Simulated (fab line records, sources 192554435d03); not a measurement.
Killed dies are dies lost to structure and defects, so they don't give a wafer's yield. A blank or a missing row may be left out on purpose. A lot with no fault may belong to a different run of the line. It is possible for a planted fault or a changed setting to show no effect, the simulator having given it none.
Matching of chambers | flow n5Finfet | N5_PMOS_HMC_CHANNEL_EPI_CMP_21 on cmp-03 has 4 sister chambers
The step polishes SiGe30, target thk 54 nm. 8 wafers are shown with their chamber, then 7 later ones without.

## WAFERS PAIRED WITH THEIR CHAMBERS
wafer  | chamber | motorCurrentA (A)
L871.1 | 3       | 13.8
L873.3 | 0       | 11.7
L873.4 | 3       | 13.1
L879.2 | 0       | 11.8
L879.3 | 1       | 13.1
L879.4 | 2       | 11.6
L881.2 | 1       | 12.7
L881.3 | 2       | 11.7

## WAFERS WITH NO CHAMBER GIVEN
wafer  | motorCurrentA (A)
L881.4 | 13.7
L882.2 | 13.0
L882.4 | 13.1
L882.5 | 12.4
L884.2 | 12.0
L884.4 | 11.0
L884.6 | 11.6

## EACH ONE'S CHAMBER
wafer  | from the rows above               | in truth
L881.4 | can't be placed: 3 or 1           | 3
L882.2 | can't be placed: 1 or 3           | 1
L882.4 | can't be placed: 1 or 3           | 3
L882.5 | can't be placed: 1 or 0 or 2 or 3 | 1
L884.2 | can't be placed: 0 or 2           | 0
L884.4 | can't be placed: 2 or 0           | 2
L884.6 | can't be placed: 2 or 0           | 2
Correct placement for 0 of the 7. Cannot be placed on the basis of these rows: 7; the candidates contain the true chamber in 7. Number placed wrongly: 0.
How it was worked out, from the rows above alone: a wafer's distance from a chamber is the root of the sum, over the readings, of the square of ((its reading less the chamber's mean) divided by the reading's scatter). If the next closest chamber is less than 2 further off than the closest, the wafer can't be placed; otherwise it belongs to the closest. For every chamber, the mean is computed from those of its wafers that are shown. How the scatter is found: for the shown wafers, subtract from each reading the mean of its chamber, square and add these, divide the total by (wafers less chambers), then take the root.
